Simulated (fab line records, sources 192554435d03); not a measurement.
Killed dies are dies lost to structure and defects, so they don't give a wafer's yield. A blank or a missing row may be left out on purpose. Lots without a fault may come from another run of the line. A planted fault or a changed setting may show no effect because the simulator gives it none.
Chamber matching | flow n5_finfet | N5_BEOL_M5_CO_CAP_78 on cvd_co-01: 3 sister chambers
The step material Co, precursor CCTBA/H2, target thk 2 nm, time 102.1 s. 6 wafers are shown with their chamber, then 11 later ones without.

WAFERS WITH THEIR CHAMBER
wafer  | chamber | heater_power_w (W)
L084.5 | 1       | 268
L088.4 | 0       | 222
L089.1 | 1       | 266
L089.3 | 0       | 219
L089.6 | 2       | 233
L090.3 | 2       | 228

WAFERS WITHOUT THEIR CHAMBER
wafer  | heater_power_w (W)
L090.4 | 227
L090.6 | 267
L092.1 | 273
L092.2 | 215
L092.3 | 226
L093.3 | 263
L093.4 | 276
L093.6 | 221
L096.3 | 232
L096.4 | 270
L096.6 | 231

WHICH CHAMBER EACH WENT THROUGH
wafer  | from the rows above     | in truth
L090.4 | can't be placed: 2 or 0 | 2
L090.6 | 1                       | 1
L092.1 | 1                       | 1
L092.2 | 0                       | 0
L092.3 | can't be placed: 2 or 0 | 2
L093.3 | 1                       | 1
L093.4 | 1                       | 1
L093.6 | 0                       | 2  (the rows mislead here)
L096.3 | 2                       | 2
L096.4 | 1                       | 1
L096.6 | 2                       | 2
Placed correctly: 8 of 11. Can't be placed from these rows: 2 (the true chamber is among the candidates in 2). Placed wrongly: 1.
How it was worked out, from the rows above alone: a wafer's distance from a chamber is the root of the sum, over the readings, of the square of ((its reading less the chamber's mean) divided by the reading's scatter). The wafer belongs to the nearest chamber; if the next one is less than 2 further off, it can't be placed. A chamber's mean is the mean of its shown wafers. The scatter: the root of (the sum of the squares of (reading less its chamber's mean) over the shown wafers, divided by (wafers less chambers)).
